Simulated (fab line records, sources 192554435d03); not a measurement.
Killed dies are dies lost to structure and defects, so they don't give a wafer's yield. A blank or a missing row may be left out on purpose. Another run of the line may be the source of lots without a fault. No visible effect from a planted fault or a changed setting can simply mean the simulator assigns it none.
Matching of chambers    flow n5 finfet    N5_BEOL_M9_STRIP_19 on rie diel-05: 4 sister chambers
The step strips in O2. 8 wafers are shown with their chamber, then 12 later ones without.

## EACH WAFER AND ITS CHAMBER
wafer   chamber  drypump motor current A (A)  showerhead plenum p Torr (Torr)
L080.1  0        4.8                          2.16
L086.4  3        5.8                          2.09
L085.2  1        5.8                          2.00
L085.3  0        4.8                          2.15
L085.6  1        5.8                          2.00
L092.4  2        6.1                          2.09
L092.5  2        6.1                          2.09
L092.6  3        5.9                          2.09

## WAFERS WITHOUT THEIR CHAMBER
wafer   drypump motor current A (A)  showerhead plenum p Torr (Torr)
L094.2  5.8                          1.99
L094.5  6.1                          2.09
L094.6  5.8                          1.99
L095.2  5.8                          1.99
L095.4  4.8                          2.15
L095.6  4.8                          2.15
L096.1  5.8                          1.99
L096.2  6.1                          2.09
L096.3  4.8                          2.15
L097.1  4.8                          2.15
L097.2  5.9                          2.09
L097.5  5.9                          2.09

## WHICH CHAMBER EACH ONE RAN IN
wafer   from the rows above  in truth
L094.2  1                    1
L094.5  2                    2
L094.6  1                    1
L095.2  1                    1
L095.4  0                    0
L095.6  0                    0
L096.1  1                    1
L096.2  2                    2
L096.3  0                    0
L097.1  0                    0
L097.2  3                    3
L097.5  3                    3
Placed correctly: 12 of 12. Can't be placed from these rows: 0. 0 placed wrongly.
How it was worked out, from the rows above alone: a wafer's distance from a chamber is the root of the sum, over the readings, of the square of ((its reading less the chamber's mean) divided by the reading's scatter). The wafer belongs to the nearest chamber; if the next one is less than 2 further off, it can't be placed. The mean given for a chamber averages the wafers shown for that chamber. How the scatter is found: for the shown wafers, subtract from each reading the mean of its chamber, square and add these, divide the total by (wafers less chambers), then take the root.
